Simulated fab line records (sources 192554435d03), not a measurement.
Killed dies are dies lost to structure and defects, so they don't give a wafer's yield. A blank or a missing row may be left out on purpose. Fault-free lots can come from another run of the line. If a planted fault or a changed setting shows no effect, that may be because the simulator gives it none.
Split-lot trial | flow n5-finfet | 21 wafers read from 7 lots, route of 1938 steps

== THE SPLIT ==
At N5_BEOL_M13_COAT_58 (time 60 s, resist thk 89 nm), the setting spin-rpm was moved away from the recipe's 1500 rpm on 9 of the 21 wafers read, by -6.8% to +9.5%. All remaining wafers had this setting at the recipe value.

== FROM THE SPLIT TO THE READING: what the file shows between them, 3 steps ==
- N5_BEOL_M13_COAT_04: resist thk 400 nm
- N5_BEOL_M13_EBR_06
- N5_BEOL_M13_DESCUM_15: chemistry O2, time 7.9 s

== THE READING ==
etch.depth-nm (the simulator's own value, which no gauge read), in nm, at N5_BEOL_M13_ETCH_59 (etches BARC in N2/H2, target depth 89 nm, overetch 26.7 nm, time 67.9 s). No usual value for it is given in the file. Here, 12 wafers ran the recipe; their average is 89.19 nm with a standard deviation of 0.34 nm.

wafer  | tool, chamber at the split | spin-rpm as run, rpm | against the recipe | etch.depth-nm, nm | against lot-mates on the recipe
L079.1 | litho-track-05, 0          | 1500                 | recipe             | 89.37             | -
L079.4 | litho-track-05, 0          | 1500                 | recipe             | 89.68             | -
L079.5 | litho-track-05, 0          | 1562                 | +4.1%              | 87.56             | -1.97
L081.2 | litho-track-05, 0          | 1398                 | -6.8%              | 92.14             | +2.85
L081.3 | litho-track-05, 0          | 1500                 | recipe             | 89.29             | -
L081.6 | litho-track-05, 0          | 1398                 | -6.8%              | 92.48             | +3.19
L083.1 | litho-track-05, 0          | 1500                 | recipe             | 89.44             | -
L083.3 | litho-track-05, 0          | 1643                 | +9.5%              | 85.41             | -4.03
L083.5 | litho-track-05, 0          | 1643                 | +9.5%              | 85.54             | -3.90
L090.1 | litho-track-05, 0          | 1500                 | recipe             | 89.66             | -
L090.5 | litho-track-05, 0          | 1563                 | +4.2%              | 87.46             | -2.11
L090.6 | litho-track-05, 0          | 1500                 | recipe             | 89.48             | -
L091.1 | litho-track-02, 0          | 1430                 | -4.7%              | 91.09             | +2.07
L091.2 | litho-track-02, 0          | 1430                 | -4.7%              | 91.28             | +2.26
L091.5 | litho-track-02, 0          | 1500                 | recipe             | 89.02             | -
L086.3 | litho-track-02, 0          | 1577                 | +5.1%              | 86.78             | -2.18
L086.5 | litho-track-02, 0          | 1500                 | recipe             | 89.01             | -
L086.6 | litho-track-02, 0          | 1500                 | recipe             | 88.9              | -
L092.4 | litho-track-02, 0          | 1500                 | recipe             | 88.96             | -
L092.5 | litho-track-02, 0          | 1500                 | recipe             | 88.87             | -
L092.6 | litho-track-02, 0          | 1500                 | recipe             | 88.56             | -

FIT RESULTS
A straight line over all 21 wafers: etch.depth-nm changes by -0.419 nm for each +1% of spin-rpm; r = -0.99; the points scatter about the line by 0.31 nm.
The same after taking each lot's own level away (the mean of its wafers on the recipe; 21 wafers): -0.436 nm for each +1%; r = -1.00; scatter 0.16 nm.
That fit puts the effect of the largest move of spin-rpm on the reading at 4.2 nm.
The lots' own levels span 88.797 to 89.570 nm, that is 2.3 times the standard deviation above.
So the lot-to-lot level changes the slope little: the two slopes agree.
Check: -4.18 nm against its lot-mates is what the line predicts for one of the wafers moved furthest among these (+9.5%) when that wafer is left out of the fit. Against them it came out at -4.03 nm.

== THE OTHER SPLITS THESE WAFERS WENT THROUGH ==
Before the reading, these wafers also passed through other splits. Each is held against what the fit with the lots' levels taken away leaves over:
other split on the same wafers    | wafers away from the commonest value | r with etch.depth-nm (lot level and that fit taken away)
N5_BEOL_M10_TRENCH_ETCH_37 time-s | 5                                    | +0.18
N5_BEOL_M12_COAT_58 spin-rpm      | 6                                    | +0.10

== THE WHOLE CHAIN: every reading that the file lists as answering this split, in the file's order ==
step                 | what it does                                                            | reading                                                                          | change (the file's fit)               | r (the file's)
N5_BEOL_M13_COAT_58  | time 60 s, resist thk 89 nm                                             | BARC_of_BEOL_M13_COAT_58.thk-nm (the simulator's own value, which no gauge read) | -0.434 nm for each +1% of the setting | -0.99
N5_BEOL_M13_ETCH_59  | etches BARC in N2/H2, target depth 89 nm, overetch 26.7 nm, time 67.9 s | etch.depth-nm (the simulator's own value, which no gauge read)                   | -0.439 nm for each +1% of the setting | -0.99
N5_BEOL_M13_STRIP_64 | strips in N2/H2                                                         | strip-time-to-endpoint-s                                                         | withheld for each +1% of the setting  | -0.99

== FILE'S OWN FIT ==
etch.depth-nm changes by -0.439 nm for each +1% of spin-rpm, r = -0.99.
